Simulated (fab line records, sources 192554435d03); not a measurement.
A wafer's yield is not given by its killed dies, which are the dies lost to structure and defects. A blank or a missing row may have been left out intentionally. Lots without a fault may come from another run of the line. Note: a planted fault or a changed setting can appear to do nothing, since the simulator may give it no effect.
Comparing a struck lot with a sound one + flow n5-finfet + 38 out of 1938 route steps
Sound: wafers L764.3, L764.4, L764.6. Struck: wafers L769.1, L769.2, L769.5. The cause is given at the end.
At each step with rows: each side's tool, then ch and its chambers, then its first start. Under that, the readings that differ: sound wafers + struck wafers + difference of the means + sigmas: that difference in standard deviations of wafers without a fault.
alike: same words and numbers on both sides, and readings whose means sit less than 2 such deviations apart. not compared: any withheld reading, any reading some wafer has no value for, any bound like >300 that may hide the same value, and any number with overlapping values for which the record gives no deviation.
The two part at a step that has a row with sigmas, a row that says differs or no value, or rows on one side only. Non-overlapping numbers with no deviation appear without sigmas and do not part them. A reading that every wafer of one side lacks parts them only if that side has two wafers or more.

first, 11 steps without rows for these wafers: N5_FIN_SAQP_SPACER1_ETCHBACK_25 (etches SiO2 in CHF3/O2, target depth 24.4 nm, time 12.2 s); N5_FIN_SAQP_MANDREL1_REMOVE_56 (chemistry HBr/Cl2/O2, target a-Si, stops on SiNx, bt time 10 s); N5_FIN_SAQP_ETCH_57 (etches SiNx in CH3F/O2, target depth 32.5 nm, time 46.4 s); N5_FIN_SAQP_ETCH_65 (etches SiO2 in CF4, target depth 4 nm, time 4.4 s); N5_FIN_SAQP_MANDREL_ETCH_58 (etches a-Si in HBr/Cl2, stops on SiNx, target depth 45 nm, bt time 10 s, time 27 s); N5_FIN_SAQP_RECESS_63 (chemistry HF/NH3, target SiO2, target depth 18 nm, afs cycles 3, sublimation time 60 s); N5_FIN_SAQP_COAT_68 (time 60 s, resist thk 100 nm); N5_FIN_SAQP_ETCH_69 (etches SOC in N2/H2, stops on SiNx, target depth 150 nm); N5_FIN_SAQP_ETCH_67 (etches SiNx in CH3F/O2, target depth 30 nm); N5_FIN_SAQP_STRIP_70 (strips in N2/H2); N5_FIN_SAQP_RECESS_71 (chemistry HF/NH3, target SiO2, target depth 3 nm, afs cycles 1, sublimation time 60 s).
N5_FIN_SAQP_SPACER2_ALD_28: deposits SiO2, target thk 8.1 nm, pulse time 1 s, purge time 2 s.
  sound on ald-sin-02 ch 1,2, day 4 21:48; struck on ald-sin-02 ch 0,1,2, day 6 01:39
  alike: heater-power-w, precursor-pulse-height-rel
then, 10 steps without rows for these wafers: N5_FIN_SAQP_SPACER2_ETCHBACK_29 (etches SiO2 in CHF3/O2, target depth 12.2 nm, time 6.1 s); N5_FIN_SAQP_MANDREL2_REMOVE_60 (chemistry HBr/Cl2/O2, target a-Si, stops on SiNx, bt time 10 s); N5_FIN_SAQP_HM_OPEN_33 (chemistry CH3F/O2, target SiNx, target depth 49.4 nm, time 70.6 s); N5_FIN_SAQP_ETCH_34 (etches SiO2 in C4F6/O2, target depth 45 nm, time 15 s); N5_FIN_SAQP_STRIP_77 (strips in N2/H2, time 90 s); N5_FIN_SAQP_ETCH_64 (etches SiO2 in CF4, target depth 1.5 nm); N5_FIN_SAQP_FIN_ETCH_36 (etches the open film in HBr/Cl2/O2, target depth 120 nm, time 50.4 s); N5_FIN_SAQP_PRECLEAN_38 (cleans in O3/DIW, time 45 s); N5_FIN_SAQP_PRECLEAN_45 (cleans in dHF, time 10 s); N5_FIN_SAQP_SRD_39 (time 30 s).
N5_FIN_SAQP_INSPECT_40: inspects for defects (brightfield).
  sound on defect-inspect-02, day 4 22:55; struck on defect-inspect-01, day 6 02:46
| reading          | sound       | struck         | difference | sigmas |
|------------------|-------------|----------------|------------|--------|
| raw-defect-count | 200 166 181 | 1329 1315 1337 | +1145      | +16    |
then, 9 steps without rows for these wafers: N5_FIN_CUT_COAT_18 (time 60 s, resist thk 230 nm); N5_FIN_CUT_COAT_19 (time 60 s, resist thk 20 nm); N5_FIN_CUT_COAT_29 (time 60 s, resist thk 10 nm); N5_FIN_CUT_COAT_02 (resist thk 30 nm); N5_FIN_CUT_EBR_04; N5_FIN_CUT_SOFTBAKE_03 (time 60 s); N5_FIN_CUT_EXPOSE_05 (exposes mask FIN CUT); N5_FIN_CUT_PEB_06 (peb time 60 s); N5_FIN_CUT_DEVELOP_07 (develop time 30 s).
N5_FIN_CUT_INSPECT_10: inspects for defects (brightfield).
  sound on defect-inspect-02, day 4 23:26; struck on defect-inspect-02, day 6 03:09
| reading          | sound    | struck         | difference | sigmas      |
|------------------|----------|----------------|------------|-------------|
| raw-defect-count | 61 34 45 | 1183 1206 1173 | +1141      | +99 or more |
then, 2 steps without rows for these wafers: N5_FIN_CUT_DESCUM_13 (chemistry O2, time 7 s); N5_FIN_CUT_ETCH_30 (etches underlayer in N2/H2, target depth 13 nm, time 10.4 s).
N5_FIN_CUT_INSPECT_17: inspects for defects (brightfield).
  sound on defect-inspect-02, day 5 00:26; struck on defect-inspect-01, day 6 04:06
| reading          | sound       | struck         | difference | sigmas |
|------------------|-------------|----------------|------------|--------|
| raw-defect-count | 213 175 189 | 1333 1316 1339 | +1137      | +16    |
-- the record jumps here: 6 days lie between the struck wafers' starts before and after (it left off in module FIN_CUT and takes up again in module BEOL_M4, whose first step shown is number 1111 of the route) --
N5_BEOL_M4_RC_MEAS_101:
  sound on prober-02 ch 0, day 11 02:20; struck on prober-01 ch 0, day 12 05:53
  alike: DIBL_N, DIBL_P, IOFF_N, IOFF_P, ION_N, ION_P, SS_N, SS_P, VT_N, VT_P
-- record jumps: 5 days separate the struck wafers' starts on either side; left off in module BEOL_M4, taken up again in module PASSIVATION, whose first shown step is the route's number 1936 --
N5_PASSIVATION_PROBE_49:
  the record has rows for the struck wafers here (prober-02, day 17 06:11) and none for the sound ones

WHERE THEY PART
Earliest at N5_FIN_SAQP_INSPECT_40; latest, in this record, at N5_PASSIVATION_PROBE_49.

WHY: what the simulator had put in
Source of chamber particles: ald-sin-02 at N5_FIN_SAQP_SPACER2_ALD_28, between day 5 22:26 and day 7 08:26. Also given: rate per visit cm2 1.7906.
